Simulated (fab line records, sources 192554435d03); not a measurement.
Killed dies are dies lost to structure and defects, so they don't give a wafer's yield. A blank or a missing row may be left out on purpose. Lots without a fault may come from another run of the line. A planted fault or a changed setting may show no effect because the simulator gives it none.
Problem report in the 8D (eight disciplines) form, filled by code | flow n5_finfet | the parts of the form that need people (team, actions taken, sign-off) are left out

1. THE PROBLEM
cd_nm at N5_MIM_TOP_LITHO_CD_MEAS_08 reads a mean of 2013.2 nm on 2 wafers of 2 lots; wafers without a fault read 2000.5 nm with a standard deviation of 1.5. That is +8.4 standard deviations from the usual mean.
The step: target cd 2000 nm.
First seen on wafer L862.2, day 15 15:48, on cd_sem-02. The record holds 33 wafers of 11 lots with a number at this step. Rule for "out", or "out of limits": more than 4 standard deviations from the usual mean. The other wafers with a number count as sound.

2. WHAT IT IS AND WHAT IT IS NOT
question                    | is                   | is not
which readings at this step | cd_nm                | -
which lots                  | L862, L863           | L852, L860, L865, L866, L868, L869, L872, L874, L875
which wafers of those lots  | L862.2, L863.2       | L862.1, L862.5, L863.1, L863.6
read on which gauges        | cd_sem-02, cd_sem-03 | cd_sem-01
when                        | from day 15 15:48    | up to then (8 sound wafers); but 23 sound wafers of L863, L865, L866, L868, L869, L872, L874, L875 came after

3. SUSPECTS, AND WHAT RULES EACH OUT
Counting: a tool at a process step up to the reading stays a suspect if it ran every lot that is out. Sound lots after the first of them don't rule it out here, since some wafers of a struck lot are sound.
- the gauge at N5_MIM_TOP_LITHO_CD_MEAS_08: ruled out. The wafers that are out were read on 2 gauges (cd_sem-02, cd_sem-03).
- pvd_sputter-03 at N5_MIM_TOP_DEGAS_04 (time 60 s): kept. It ran every lot that is out, first L862 (day 15 15:22); its last sound lot up to then is L852 (day 12 10:52).
- litho_track-05 at N5_MIM_TOP_LITHO_DEVELOP_07 (develop time 60 s): kept. It ran every lot that is out, first L862 (day 15 15:41); its last sound lot up to then is L852 (day 12 11:18).
Left after counting: pvd_sputter-03 at N5_MIM_TOP_DEGAS_04, litho_track-05 at N5_MIM_TOP_LITHO_DEVELOP_07.

4. THE CAUSE (what the simulator had put in)
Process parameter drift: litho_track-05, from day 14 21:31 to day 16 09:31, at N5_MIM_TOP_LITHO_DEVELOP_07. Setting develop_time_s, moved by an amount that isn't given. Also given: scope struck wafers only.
Counting left 2 suspects, and this tool is among them.

5. THE CHAIN OF EFFECTS, in route order
Each row: a reading whose mean over the struck wafers that have a number lies more than 3 standard deviations from the usual. Only readings for which the record gives a usual standard deviation are gone through. hours: the time from each lot's start at the first step in this table that gives one to its start at this step, as a median over the lots. sigmas: the change in usual standard deviations.
hours | step                        | reading | usual     | on struck wafers | change | sigmas
0     | N5_MIM_TOP_LITHO_CD_MEAS_08 | cd_nm   | 2000.5 nm | 2013.2           | +12.7  | +8.4

6. WHAT WOULD HAVE CAUGHT IT SOONER
In this record the first reading out of limits at a measuring or inspecting step was taken at day 15 15:48, 18 hours after the fault began at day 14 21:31.
Of the lots that are out (2), L863 began N5_MIM_TOP_LITHO_DEVELOP_07 on litho_track-05 after day 15 15:48. A hold on the tool at that time would have spared it.
